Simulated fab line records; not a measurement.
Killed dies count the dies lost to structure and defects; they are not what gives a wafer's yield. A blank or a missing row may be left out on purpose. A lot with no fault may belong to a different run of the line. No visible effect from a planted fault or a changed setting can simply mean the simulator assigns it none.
Which of the tools did it? :: flow n5_finfet :: Sampling: 9 lots, 27 wafers, 4 of 1938 route steps

WHAT EACH GAUGE READ, for each wafer
N5_FIN_SAQP_INSPECT_40: inspects for defects (brightfield).
lot: L984
measured: day 2 04:40
on: defect_inspect-01
raw_defect_count: 284 256 320

lot: L990
measured: day 3 14:04
on: defect_inspect-02
raw_defect_count: 172 144 191

lot: L992
measured: day 4 02:03
on: defect_inspect-01
raw_defect_count: 116 113 136

lot: L996
measured: day 5 06:22
on: defect_inspect-02
raw_defect_count: 190 234 192

lot: L997
measured: day 5 11:20
on: defect_inspect-02
raw_defect_count: 334 284 153

lot: L998
measured: day 5 18:17
on: defect_inspect-01
raw_defect_count: 234 189 298

lot: L100
measured: day 6 03:02
on: defect_inspect-01
raw_defect_count: 289 214 259

lot: L104
measured: day 7 02:22
on: defect_inspect-01
raw_defect_count: 506 501 582

lot: L105
measured: day 7 10:54
on: defect_inspect-02
raw_defect_count: 467 456 501

EACH LOT AND THE TOOL THAT RAN IT (in order: tool; ch and the chambers of the sampled wafers; start)
lot: L984
N5_FIN_SAQP_STRIP_23: wet_bench-03 ch 1,5,7, day 2 00:46
N5_FIN_SAQP_MANDREL1_REMOVE_56: rie_si-04 ch 0,1,2, day 2 02:18
N5_FIN_SAQP_SPACER2_ALD_28: ald_sin-03 ch 0,1,2, day 2 03:34

lot: L990
N5_FIN_SAQP_STRIP_23: wet_bench-04 ch 0,6,7, day 3 10:21
N5_FIN_SAQP_MANDREL1_REMOVE_56: rie_si-02 ch 1,2,3, day 3 11:49
N5_FIN_SAQP_SPACER2_ALD_28: ald_sin-01 ch 1,2, day 3 12:57

lot: L992
N5_FIN_SAQP_STRIP_23: wet_bench-03 ch 0,2,5, day 3 22:17
N5_FIN_SAQP_MANDREL1_REMOVE_56: rie_si-02 ch 2,3, day 3 23:46
N5_FIN_SAQP_SPACER2_ALD_28: ald_sin-04 ch 0,1,2, day 4 00:56

lot: L996
N5_FIN_SAQP_STRIP_23: wet_bench-03 ch 1,3,4, day 5 00:38
N5_FIN_SAQP_MANDREL1_REMOVE_56: rie_si-04 ch 0,2,3, day 5 02:05
N5_FIN_SAQP_SPACER2_ALD_28: ald_sin-03 ch 1,2,3, day 5 05:02

lot: L997
N5_FIN_SAQP_STRIP_23: wet_bench-01 ch 2,4,6, day 5 07:22
N5_FIN_SAQP_MANDREL1_REMOVE_56: rie_si-05 ch 1,2, day 5 08:49
N5_FIN_SAQP_SPACER2_ALD_28: ald_sin-01 ch 0,2,3, day 5 10:05

lot: L998
N5_FIN_SAQP_STRIP_23: wet_bench-04 ch 3,4,5, day 5 12:32
N5_FIN_SAQP_MANDREL1_REMOVE_56: rie_si-02 ch 1,2, day 5 14:03
N5_FIN_SAQP_SPACER2_ALD_28: ald_sin-03 ch 0,1,3, day 5 17:07

lot: L100
N5_FIN_SAQP_STRIP_23: wet_bench-03 ch 0,3,4, day 5 23:21
N5_FIN_SAQP_MANDREL1_REMOVE_56: rie_si-02 ch 0,1,3, day 6 00:48
N5_FIN_SAQP_SPACER2_ALD_28: ald_sin-04 ch 1,3, day 6 01:56

lot: L104
N5_FIN_SAQP_STRIP_23: wet_bench-03 ch 0,4,7, day 6 22:24
N5_FIN_SAQP_MANDREL1_REMOVE_56: rie_si-05 ch 0,1,3, day 6 23:55
N5_FIN_SAQP_SPACER2_ALD_28: ald_sin-03 ch 0,2,3, day 7 01:13

lot: L105
N5_FIN_SAQP_STRIP_23: wet_bench-03 ch 1,2,4, day 7 06:16
N5_FIN_SAQP_MANDREL1_REMOVE_56: rie_si-04 ch 0,1, day 7 07:43
N5_FIN_SAQP_SPACER2_ALD_28: ald_sin-03 ch 1,2, day 7 09:05
- N5_FIN_SAQP_STRIP_23: strips in SPM, time 750 s.
- N5_FIN_SAQP_MANDREL1_REMOVE_56: chemistry HBr/Cl2/O2, target a-Si, stops on SiNx, bt time 10 s.
- N5_FIN_SAQP_SPACER2_ALD_28: deposits SiO2, target thk 8.1 nm, pulse time 1 s, purge time 2 s.

THE ANSWER, worked out from the rows above alone
Rule: what is usual is taken from the lots themselves. Put in order of their means at a reading, lots are off if they are a third of the lots or fewer, leave a main group of 4 or more, and stand apart from it by a gap of 3 or more times the standard deviation of the main group's means; of several such gaps the widest counts. A main group is skipped when, at the precision printed for the reading in the tables above, its means are all equal. Also off: a lot with no number at a reading for which 4 or more lots have one. Where the step has rows for the other lots, those lots are counted as sound.
Off: L104, L105, at N5_FIN_SAQP_INSPECT_40 (raw_defect_count). Mean 219 and standard deviation 53 in the main group.
A tool fits if, at a process step before that reading, it ran every lot that is off, and no sound lot after the first of them. Those tools and the gauges at N5_FIN_SAQP_INSPECT_40 are tried in the same way. This does not decide it: 2 tools fit, namely wet_bench-03 at N5_FIN_SAQP_STRIP_23 and ald_sin-03 at N5_FIN_SAQP_SPACER2_ALD_28.

WHAT THE SIMULATOR PUT IN
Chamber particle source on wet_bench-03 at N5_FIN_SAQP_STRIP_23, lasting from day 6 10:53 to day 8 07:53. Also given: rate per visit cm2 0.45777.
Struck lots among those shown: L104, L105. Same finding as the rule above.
